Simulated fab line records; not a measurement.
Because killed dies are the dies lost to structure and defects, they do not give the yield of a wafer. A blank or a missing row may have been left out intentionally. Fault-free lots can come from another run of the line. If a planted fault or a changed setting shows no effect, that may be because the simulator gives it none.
Struck lot and sound lot, side by side | flow nandHarc | 13 out of 1302 route steps
Sound: these wafers, L820.2, L820.3, L820.4. Wafers struck: L813.2, L813.5, L813.6. The cause is named last.
For every step that has rows: the tool of each side, followed by ch and its chambers, followed by its first start. Under that, the readings that differ: sound wafers | struck wafers | difference of the means | sigmas: that difference in standard deviations of wafers without a fault.
alike: words and numbers the same on both sides, and readings whose means are apart by under 2 such deviations; not compared: readings that were withheld, readings missing a value for some wafer, numbers with overlapping values and no deviation given by the record, and bounds like >300 which may hide the same value.
The two part at a step that has a row with sigmas, a row that says differs or no value, or rows on one side only. Numbers that don't overlap but have no deviation are shown without sigmas and don't part them. A reading missing from all wafers of one side parts the sides only when that side holds two or more wafers.

NHARC_P_GATE_DESCUM_48: chemistry O2, time 3 s.
  sound on rieDiel-12 ch 0,2,3, day 11 11:49; struck on rieDiel-12 ch 0,1,2, day 8 15:51
  alike: drypumpMotorCurrentA, o2FlowSccm, oesProductAu, rfVppV, showerheadPlenumPTorr, throttleValvePct
  not compared: rfHoursCounterH
after that, 1 step had no rows for these wafers: NHARC_P_GATE_IMPLANT_49.
NHARC_P_GATE_STRIP_111: strips in N2/H2, time 250 s.
  sound on plasmaAsher-01 ch 0,1, day 11 12:40; struck on plasmaAsher-01 ch 0,1, day 8 16:12
  alike: drypumpMotorCurrentA, heaterPowerW
  not compared: rfHoursCounterH
NHARC_P_GATE_STRIP_75: strips in O2.
  sound on plasmaAsher-01 ch 0,1, day 11 12:56; struck on plasmaAsher-01 ch 0,1, day 8 16:30
  alike: drypumpMotorCurrentA, heaterPowerW
  not compared: rfHoursCounterH
then, 8 steps without rows for these wafers: NHARC_P_GATE_STRIP_50 (strips in SPM, time 900 s); NHARC_P_GATE_DEHYDRATE_51 (time 120 s); NHARC_P_GATE_HMDS_52 (time 30 s); NHARC_P_GATE_COAT_53; NHARC_P_GATE_SOFTBAKE_54 (time 95 s); NHARC_P_GATE_EBR_55; NHARC_P_GATE_EXPOSE_56 (exposes mask P PSD, target cd 720 nm); NHARC_P_GATE_PEB_57 (peb time 85 s).
NHARC_P_GATE_DEVELOP_58: time 70 s.
  struck on lithoTrack-03, day 8 17:00; sound on lithoTrack-03 ch 0, day 11 13:00
  no value came back on the struck wafers for chillPlateTempC (C), exhaustPa (Pa); on the sound wafers chillPlateTempC (C) reads 22.84 22.94 23.05

== WHERE THEY PART ==
Only at NHARC_P_GATE_DEVELOP_58, as far as this record shows.

WHY: what had been put in by the simulator
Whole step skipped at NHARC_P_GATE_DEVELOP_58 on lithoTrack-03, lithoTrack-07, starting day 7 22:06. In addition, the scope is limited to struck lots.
